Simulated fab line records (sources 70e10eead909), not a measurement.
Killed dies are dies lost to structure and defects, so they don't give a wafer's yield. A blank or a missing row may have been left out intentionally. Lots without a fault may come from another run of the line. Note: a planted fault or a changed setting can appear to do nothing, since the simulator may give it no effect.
Chamber matching :: flow nand_harc :: NHARC_A_STAIRCASE_TRIM_12 on rie_diel-13: 4 sister chambers
The step chemistry O2, time 211.2 s. 7 wafers are shown with their chamber, then 8 later ones without.

EACH WAFER AND ITS CHAMBER
wafer: L080.4
chamber: 3
showerhead_plenum_p_Torr (Torr): 3.55
oes_product_au (a.u.): 1.008

wafer: L084.4
chamber: 2
showerhead_plenum_p_Torr (Torr): 3.40
oes_product_au (a.u.): 1.006

wafer: L084.5
chamber: 0
showerhead_plenum_p_Torr (Torr): 3.63
oes_product_au (a.u.): 0.988

wafer: L085.1
chamber: 2
showerhead_plenum_p_Torr (Torr): 3.40
oes_product_au (a.u.): 1.016

wafer: L085.2
chamber: 0
showerhead_plenum_p_Torr (Torr): 3.62
oes_product_au (a.u.): 1.006

wafer: L085.3
chamber: 1
showerhead_plenum_p_Torr (Torr): 3.61
oes_product_au (a.u.): 1.014

wafer: L088.1
chamber: 3
showerhead_plenum_p_Torr (Torr): 3.53
oes_product_au (a.u.): 0.998

WAFERS WHOSE CHAMBER IS MISSING
wafer: L088.4
showerhead_plenum_p_Torr (Torr): 3.39
oes_product_au (a.u.): 0.998

wafer: L088.5
showerhead_plenum_p_Torr (Torr): 3.53
oes_product_au (a.u.): 1.002

wafer: L090.1
showerhead_plenum_p_Torr (Torr): 3.39
oes_product_au (a.u.): 0.988

wafer: L090.5
showerhead_plenum_p_Torr (Torr): 3.62
oes_product_au (a.u.): 0.988

wafer: L090.6
showerhead_plenum_p_Torr (Torr): 3.60
oes_product_au (a.u.): 1.005

wafer: L095.2
showerhead_plenum_p_Torr (Torr): 3.52
oes_product_au (a.u.): 1.005

wafer: L095.3
showerhead_plenum_p_Torr (Torr): 3.38
oes_product_au (a.u.): 0.999

wafer: L095.6
showerhead_plenum_p_Torr (Torr): 3.38
oes_product_au (a.u.): 1.010

CHAMBER TAKEN BY EACH
wafer: L088.4
from the rows above: 2
in truth: 2

wafer: L088.5
from the rows above: 3
in truth: 3

wafer: L090.1
from the rows above: 2
in truth: 2

wafer: L090.5
from the rows above: can't be placed: 0 or 1
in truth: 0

wafer: L090.6
from the rows above: can't be placed: 1 or 0
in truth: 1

wafer: L095.2
from the rows above: 3
in truth: 3

wafer: L095.3
from the rows above: 2
in truth: 2

wafer: L095.6
from the rows above: 2
in truth: 2
6 of 8 placed correctly. Not placeable from these rows: 2 (in 2, the candidates include the true chamber). Number placed wrongly: 0.
How it was worked out, from the rows above alone: a wafer's distance from a chamber is the root of the sum, over the readings, of the square of ((its reading less the chamber's mean) divided by the reading's scatter). The wafer belongs to the nearest chamber; if the next one is less than 2 further off, it can't be placed. A chamber's mean is the mean of its shown wafers. The scatter: take each reading less its chamber's mean, square it, sum over the shown wafers, divide by the number of wafers less the number of chambers, and take the root.
